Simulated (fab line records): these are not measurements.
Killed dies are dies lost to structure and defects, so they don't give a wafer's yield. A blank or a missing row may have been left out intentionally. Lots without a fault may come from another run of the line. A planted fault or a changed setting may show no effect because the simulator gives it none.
Lot-split experiment | flow n5Finfet | route with 1938 steps; 7 lots, 21 wafers read

SPLIT DETAILS
At N5_BEOL_M1_COAT_61 (time 60 s, resist thk 60 nm), the setting spinRpm was moved away from the recipe's 1500 rpm on 4 of the 21 wafers read, by -10.1% to +10.3%. All remaining wafers had this setting at the recipe value.

FROM THE SPLIT TO THE READING: what the file shows between them, 8 steps
- N5_BEOL_M1_COAT_62: time 60 s, resist thk 12 nm
- N5_BEOL_M1_COAT_73: time 60 s, resist thk 5 nm
- N5_BEOL_M1_ETCH_74: etches underlayer in N2/H2, target depth 6.5 nm, time 5.2 s
- N5_BEOL_M1_ETCH_63: etches SiARC in CF4, target depth 15.6 nm, time 26 s
- N5_BEOL_M1_ETCH_64: etches SOC in N2/H2, target depth 75 nm, overetch 15 nm, time 112.5 s
- N5_BEOL_M1_STRIP_65: strips in N2/H2
- N5_BEOL_M1_STRIP_75: strips in N2/H2
- N5_BEOL_M1_STRIP_66: strips in CF4

THE READING
SOC_of_BEOL_M1_COAT_61.thkNm (the simulator's own value, which no gauge read), in nm, at N5_BEOL_M1_HM_OPEN_17 (chemistry Cl2/BCl3, target TiN, target depth 20 nm, overetch 6 nm). The file does not state a usual value for it. The 17 wafers here that ran the recipe average 52.3 nm, standard deviation 0.27 nm.

wafer  | tool, chamber at the split | spinRpm as run, rpm | against the recipe | SOC_of_BEOL_M1_COAT_61.thkNm, nm | against lot-mates on the recipe
L080.2 | lithoTrack-01, 0           | 1500                | recipe             | 52.2                             | -
L080.3 | lithoTrack-01, 0           | 1500                | recipe             | 52                               | -
L080.5 | lithoTrack-01, 0           | 1500                | recipe             | 52                               | -
L082.1 | lithoTrack-02, 0           | 1500                | recipe             | 52                               | -
L082.4 | lithoTrack-02, 0           | 1500                | recipe             | 52                               | -
L082.6 | lithoTrack-02, 0           | 1500                | recipe             | 52                               | -
L083.1 | lithoTrack-03, 0           | 1500                | recipe             | 52.4                             | -
L083.3 | lithoTrack-03, 0           | 1500                | recipe             | 52.4                             | -
L083.5 | lithoTrack-03, 0           | 1500                | recipe             | 52.4                             | -
L090.4 | lithoTrack-03, 0           | 1500                | recipe             | 52                               | -
L090.5 | lithoTrack-03, 0           | 1500                | recipe             | 52                               | -
L090.6 | lithoTrack-03, 0           | 1349                | -10.1%             | 55.6                             | +3.6
L091.2 | lithoTrack-02, 0           | 1500                | recipe             | 52.6                             | -
L091.3 | lithoTrack-02, 0           | 1393                | -7.1%              | 54.6                             | +2.1
L091.6 | lithoTrack-02, 0           | 1500                | recipe             | 52.4                             | -
L092.1 | lithoTrack-01, 0           | 1655                | +10.3%             | 49.8                             | -3.0
L092.3 | lithoTrack-01, 0           | 1655                | +10.3%             | 49.8                             | -3.0
L092.6 | lithoTrack-01, 0           | 1500                | recipe             | 52.8                             | -
L096.1 | lithoTrack-02, 0           | 1500                | recipe             | 52.6                             | -
L096.6 | lithoTrack-02, 0           | 1500                | recipe             | 52.6                             | -
L096.5 | lithoTrack-02, 0           | 1500                | recipe             | 52.2                             | -

FIT RESULTS
A straight line over all 21 wafers: SOC_of_BEOL_M1_COAT_61.thkNm changes by -0.277 nm for each +1% of spinRpm; r = -0.97; the points scatter about the line by 0.31 nm.
The same after taking each lot's own level away (the mean of its wafers on the recipe; 21 wafers): -0.31 nm for each +1%; r = -0.99; scatter 0.15 nm.
According to that fit, moving spinRpm by its largest amount changes the reading by 3.2 nm.
The span of the lots' own levels, 52.00 to 52.80 nm, comes to 3.0 times the standard deviation stated above.
Hence the slope depends on the lot-to-lot level, as the two fits are not the same.
Check: -3.25 nm against its lot-mates is what the line predicts for one of the wafers moved furthest among these (+10.3%) when that wafer is left out of the fit. Against them it came out at -3 nm.

FURTHER SPLITS ON THESE WAFERS
Note: prior to the reading, these wafers also went through further splits. Each is held against what the fit with the lots' levels taken away leaves over:
other split on the same wafers            | wafers away from the commonest value | r with SOC_of_BEOL_M1_COAT_61.thkNm (lot level and that fit taken away)
N5_MOL_CONTACT_COAG_COAT_103 spinRpm      | 3                                    | +0.51
N5_MOL_CONTACT_COAG_COAT_76 spinRpm       | 11                                   | +0.07
N5_BEOL_M0_SAQP_SPACER2_ALD_26 targetThkA | 6                                    | +0.23
N5_BEOL_M0_CUTY_COAT_50 spinRpm           | 9                                    | -0.28

THE WHOLE CHAIN: every reading that the file lists as answering this split, in the file's order
step                  | what it does                                                          | reading                                                                       | change (the file's fit)               | r (the file's)
N5_BEOL_M1_COAT_61    | time 60 s, resist thk 60 nm                                           | SOC_of_BEOL_M1_COAT_61.thkNm (the simulator's own value, which no gauge read) | -0.311 nm for each +1% of the setting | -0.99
N5_BEOL_M1_ETCH_64    | etches SOC in N2/H2, target depth 75 nm, overetch 15 nm, time 112.5 s | etch.depthNm (the simulator's own value, which no gauge read)                 | -0.313 nm for each +1% of the setting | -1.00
N5_BEOL_M1_HM_OPEN_17 | chemistry Cl2/BCl3, target TiN, target depth 20 nm, overetch 6 nm     | SOC_of_BEOL_M1_COAT_61.thkNm (the simulator's own value, which no gauge read) | -0.317 nm for each +1% of the setting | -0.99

FILE'S OWN FIT
SOC_of_BEOL_M1_COAT_61.thkNm changes by -0.317 nm for each +1% of spinRpm, r = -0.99.
